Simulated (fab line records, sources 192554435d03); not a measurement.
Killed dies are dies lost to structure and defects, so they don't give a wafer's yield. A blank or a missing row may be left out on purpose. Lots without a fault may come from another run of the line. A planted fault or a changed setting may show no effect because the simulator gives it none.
Chamber matching | flow n5_finfet | N5_BEOL_M5_PRE_CLEAN_77 on cvd_co-02: 3 sister chambers
The step time 15 s. 6 wafers are shown with their chamber, then 11 later ones without.

WAFERS WITH THEIR CHAMBER
wafer  | chamber | heater_power_w (W)
L088.2 | 1       | 95
L088.4 | 2       | 56
L089.2 | 2       | 59
L089.3 | 0       | 95
L089.4 | 1       | 94
L092.4 | 0       | 95

WAFERS WITHOUT THEIR CHAMBER
wafer  | heater_power_w (W)
L092.5 | 95
L092.6 | 60
L097.2 | 91
L097.3 | 94
L097.5 | 97
L095.2 | 92
L095.3 | 95
L095.6 | 95
L096.3 | 94
L096.4 | 94
L096.5 | 61

WHICH CHAMBER EACH WENT THROUGH
wafer  | from the rows above     | in truth
L092.5 | can't be placed: 0 or 1 | 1
L092.6 | 2                       | 2
L097.2 | can't be placed: 1 or 0 | 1
L097.3 | can't be placed: 1 or 0 | 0
L097.5 | can't be placed: 0 or 1 | 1
L095.2 | can't be placed: 1 or 0 | 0
L095.3 | can't be placed: 0 or 1 | 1
L095.6 | can't be placed: 0 or 1 | 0
L096.3 | can't be placed: 1 or 0 | 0
L096.4 | can't be placed: 1 or 0 | 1
L096.5 | 2                       | 2
Placed correctly: 2 of 11. Can't be placed from these rows: 9 (the true chamber is among the candidates in 9). Placed wrongly: 0.
How it was worked out, from the rows above alone: a wafer's distance from a chamber is the root of the sum, over the readings, of the square of ((its reading less the chamber's mean) divided by the reading's scatter). The wafer belongs to the nearest chamber; if the next one is less than 2 further off, it can't be placed. A chamber's mean is the mean of its shown wafers. The scatter: the root of (the sum of the squares of (reading less its chamber's mean) over the shown wafers, divided by (wafers less chambers)).
